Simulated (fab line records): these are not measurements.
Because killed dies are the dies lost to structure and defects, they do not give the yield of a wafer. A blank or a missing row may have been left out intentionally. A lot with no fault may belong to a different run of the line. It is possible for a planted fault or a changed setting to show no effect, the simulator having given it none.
Which tool is to blame? + flow nandHarc + 6 lots with 18 wafers sampled at 5 steps, on a route of 1302 steps

## WHAT THE GAUGES SHOWED, per wafer
NHARC_END_SORT_01.
| lot  | measured     | on        | defectLimitedYield (%) |
|------|--------------|-----------|------------------------|
| L592 | day 26 19:43 | prober-01 | 95.0 95.3 95.7         |

## WHICH TOOL RAN EACH LOT (tool, then ch and the chambers of the sampled wafers, then the start)
| lot  | NHARC_P_M1_PRE_CLEAN_30                | NHARC_P_M1_PVD_20                      | NHARC_P_M1_DEP_33               | NHARC_P_M2_SOFTBAKE_04           |
|------|----------------------------------------|----------------------------------------|---------------------------------|----------------------------------|
| L588 | pvdSputter-03, day 7 01:13 or earlier  | pvdSputter-03, day 7 01:13 or earlier  | pecvd-02 ch 0,2, day 7 01:13    | lithoTrack-01 ch 0, day 7 02:00  |
| L592 | pvdSputter-02, day 8 06:32 or earlier  | pvdSputter-02, day 8 06:32 or earlier  | pecvd-03 ch 0,2, day 8 06:32    | lithoTrack-01 ch 0, day 8 07:00  |
| L594 | pvdSputter-03, day 8 22:56 or earlier  | pvdSputter-03, day 8 22:56 or earlier  | pecvd-04 ch 0,1,2, day 8 22:56  | lithoTrack-01 ch 0, day 8 23:00  |
| L597 | pvdSputter-03, day 9 23:08 or earlier  | pvdSputter-03, day 9 23:08 or earlier  | pecvd-02 ch 0,1, day 9 23:08    | lithoTrack-06 ch 0, day 9 23:00  |
| L608 | pvdSputter-02, day 14 12:41 or earlier | pvdSputter-02, day 14 12:41 or earlier | pecvd-04 ch 0,1,2, day 14 12:41 | lithoTrack-06 ch 0, day 14 13:00 |
| L610 | pvdSputter-02, day 15 14:01 or earlier | pvdSputter-02, day 15 14:01 or earlier | pecvd-04 ch 0,1,2, day 15 14:01 | lithoTrack-06 ch 0, day 15 14:00 |
- NHARC_P_M1_PRE_CLEAN_30: time 30 s.
- NHARC_P_M1_PVD_20: deposits TaN, target thk 5 nm, time 8.06 s.
- NHARC_P_M1_DEP_33: deposits SiCN, target thk 30 nm.
- NHARC_P_M2_SOFTBAKE_04: time 55 s.

## THE ANSWER, worked out from the rows above alone
Rule: what is usual is taken from the lots themselves. Put in order of their means at a reading, lots are off if they are a third of the lots or fewer, leave a main group of 4 or more, and stand apart from it by a gap of 3 or more times the standard deviation of the main group's means; of several such gaps the widest counts. The tables above print the reading to a certain number of digits; a main group whose means all agree to those digits is not used. Also off: a lot with no number at a reading for which 4 or more lots have one. The other lots that the step has rows for count as sound.
Nothing can be told from this: no lot is off at any reading shown.

## WHAT THE SIMULATOR PUT IN
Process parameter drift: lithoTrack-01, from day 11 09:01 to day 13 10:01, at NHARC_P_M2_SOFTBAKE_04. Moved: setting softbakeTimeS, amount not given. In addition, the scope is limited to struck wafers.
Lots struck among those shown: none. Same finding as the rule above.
